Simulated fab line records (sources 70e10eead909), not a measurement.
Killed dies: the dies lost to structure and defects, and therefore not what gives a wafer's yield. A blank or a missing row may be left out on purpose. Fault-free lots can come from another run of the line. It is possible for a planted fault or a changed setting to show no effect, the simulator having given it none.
Chamber matching :: flow nand harc :: NHARC_P_BONDPAD_ACTIVATE_29 on rie diel-02: 4 sister chambers
The step chemistry N2, time 60 s. 7 wafers are shown with their chamber, then 11 later ones without.

## WAFERS WITH THEIR CHAMBER
wafer: L836.3
chamber: 1
drypump motor current A (A): 6.0
oes product au (a.u.): 0.990

wafer: L839.2
chamber: 3
drypump motor current A (A): 5.8
oes product au (a.u.): 0.988

wafer: L838.2
chamber: 0
drypump motor current A (A): 5.6
oes product au (a.u.): 1.017

wafer: L844.1
chamber: 2
drypump motor current A (A): 6.2
oes product au (a.u.): 0.989

wafer: L844.2
chamber: 3
drypump motor current A (A): 5.8
oes product au (a.u.): 0.991

wafer: L844.5
chamber: 2
drypump motor current A (A): 6.2
oes product au (a.u.): 0.982

wafer: L850.1
chamber: 0
drypump motor current A (A): 5.5
oes product au (a.u.): 1.004

## WAFERS WHOSE CHAMBER IS MISSING
wafer: L850.2
drypump motor current A (A): 5.8
oes product au (a.u.): 0.993

wafer: L850.6
drypump motor current A (A): 5.6
oes product au (a.u.): 0.998

wafer: L849.3
drypump motor current A (A): 5.8
oes product au (a.u.): 0.991

wafer: L849.4
drypump motor current A (A): 6.2
oes product au (a.u.): 0.997

wafer: L849.6
drypump motor current A (A): 5.8
oes product au (a.u.): 0.985

wafer: L852.2
drypump motor current A (A): 5.8
oes product au (a.u.): 0.989

wafer: L852.3
drypump motor current A (A): 6.2
oes product au (a.u.): 0.983

wafer: L852.6
drypump motor current A (A): 5.5
oes product au (a.u.): 0.987

wafer: L853.2
drypump motor current A (A): 6.2
oes product au (a.u.): 0.997

wafer: L853.4
drypump motor current A (A): 5.5
oes product au (a.u.): 0.995

wafer: L853.6
drypump motor current A (A): 5.6
oes product au (a.u.): 0.996

## WHICH CHAMBER EACH WENT THROUGH
wafer: L850.2
from the rows above: 3
in truth: 3

wafer: L850.6
from the rows above: 0
in truth: 0

wafer: L849.3
from the rows above: 3
in truth: 3

wafer: L849.4
from the rows above: 2
in truth: 2

wafer: L849.6
from the rows above: 3
in truth: 3

wafer: L852.2
from the rows above: 3
in truth: 3

wafer: L852.3
from the rows above: 2
in truth: 2

wafer: L852.6
from the rows above: 0
in truth: 0

wafer: L853.2
from the rows above: 2
in truth: 2

wafer: L853.4
from the rows above: 0
in truth: 0

wafer: L853.6
from the rows above: 0
in truth: 0
Correctly placed: 11 of 11. Left unplaced by these rows: 0. 0 placed wrongly.
How it was worked out, from the rows above alone: a wafer's distance from a chamber is the root of the sum, over the readings, of the square of ((its reading less the chamber's mean) divided by the reading's scatter). The wafer belongs to the nearest chamber; if the next one is less than 2 further off, it can't be placed. A chamber's mean is the mean of its shown wafers. How the scatter is found: for the shown wafers, subtract from each reading the mean of its chamber, square and add these, divide the total by (wafers less chambers), then take the root.
